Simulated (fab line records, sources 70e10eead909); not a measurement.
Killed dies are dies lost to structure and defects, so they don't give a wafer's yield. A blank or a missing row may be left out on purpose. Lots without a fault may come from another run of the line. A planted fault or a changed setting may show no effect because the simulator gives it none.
Chamber matching | flow nand_harc | NHARC_P_M2_DESCUM_14 on rie_diel-03: 4 sister chambers
The step chemistry O2, time 3 s. 14 wafers are shown with their chamber, then 7 later ones without.

WAFERS WITH THEIR CHAMBER
wafer  | chamber | showerhead_plenum_p_Torr (Torr) | drypump_motor_current_A (A) | oes_product_au (a.u.)
L186.2 | 1       | 2.01                            | 5.1                         | 1.002
L186.3 | 2       | 1.96                            | 5.7                         | 0.985
L186.5 | 2       | 1.97                            | 5.6                         | 0.992
L189.2 | 2       | 1.96                            | 5.7                         | 0.982
L189.3 | 1       | 2.01                            | 5.1                         | 0.990
L189.6 | 0       | 1.83                            | 5.9                         | 0.980
L188.1 | 3       | 2.04                            | 5.8                         | 1.020
L188.3 | 1       | 2.01                            | 5.1                         | 0.990
L188.6 | 0       | 1.82                            | 5.9                         | 1.000
L202.3 | 1       | 2.01                            | 5.1                         | 0.986
L202.5 | 2       | 1.96                            | 5.7                         | 0.998
L202.6 | 1       | 2.01                            | 5.1                         | 0.999
L205.1 | 0       | 1.82                            | 5.9                         | 0.994
L205.3 | 1       | 2.01                            | 5.1                         | 1.011

SIGNATURES (means of the wafers above)
reading                  | chamber 0 | chamber 1 | chamber 2 | chamber 3 | scatter within a chamber
showerhead_plenum_p_Torr | 1.8233    | 2.0100    | 1.9625    | 2.0400    | 0.00376
drypump_motor_current_A  | 5.900     | 5.100     | 5.675     | 5.800     | 0.0274
oes_product_au           | 0.99133   | 0.99633   | 0.98925   | 1.02000   | 0.00898
Rule: a wafer's distance from a chamber is the root of the sum, over the readings, of the square of ((its reading less the chamber's mean) divided by the reading's scatter). The wafer belongs to the nearest chamber; if the next one is less than 2 further off, it can't be placed. The scatter: the root of (the sum of the squares of (reading less its chamber's mean) over the shown wafers, divided by (wafers less chambers)).

WAFERS WITHOUT THEIR CHAMBER
wafer  | showerhead_plenum_p_Torr (Torr) | drypump_motor_current_A (A) | oes_product_au (a.u.)
L205.4 | 2.04                            | 5.8                         | 0.992
L209.1 | 1.82                            | 5.8                         | 0.992
L209.3 | 1.96                            | 5.6                         | 0.981
L209.6 | 2.01                            | 5.1                         | 1.009
L208.1 | 1.96                            | 5.7                         | 0.990
L208.2 | 2.01                            | 5.1                         | 1.010
L208.4 | 1.82                            | 5.8                         | 0.997

WHICH CHAMBER EACH WENT THROUGH
wafer  | from the rows above | in truth
L205.4 | 3                   | 3
L209.1 | 0                   | 0
L209.3 | 2                   | 2
L209.6 | 1                   | 1
L208.1 | 2                   | 2
L208.2 | 1                   | 1
L208.4 | 0                   | 0
Placed correctly: 7 of 7. Can't be placed from these rows: 0. Placed wrongly: 0.
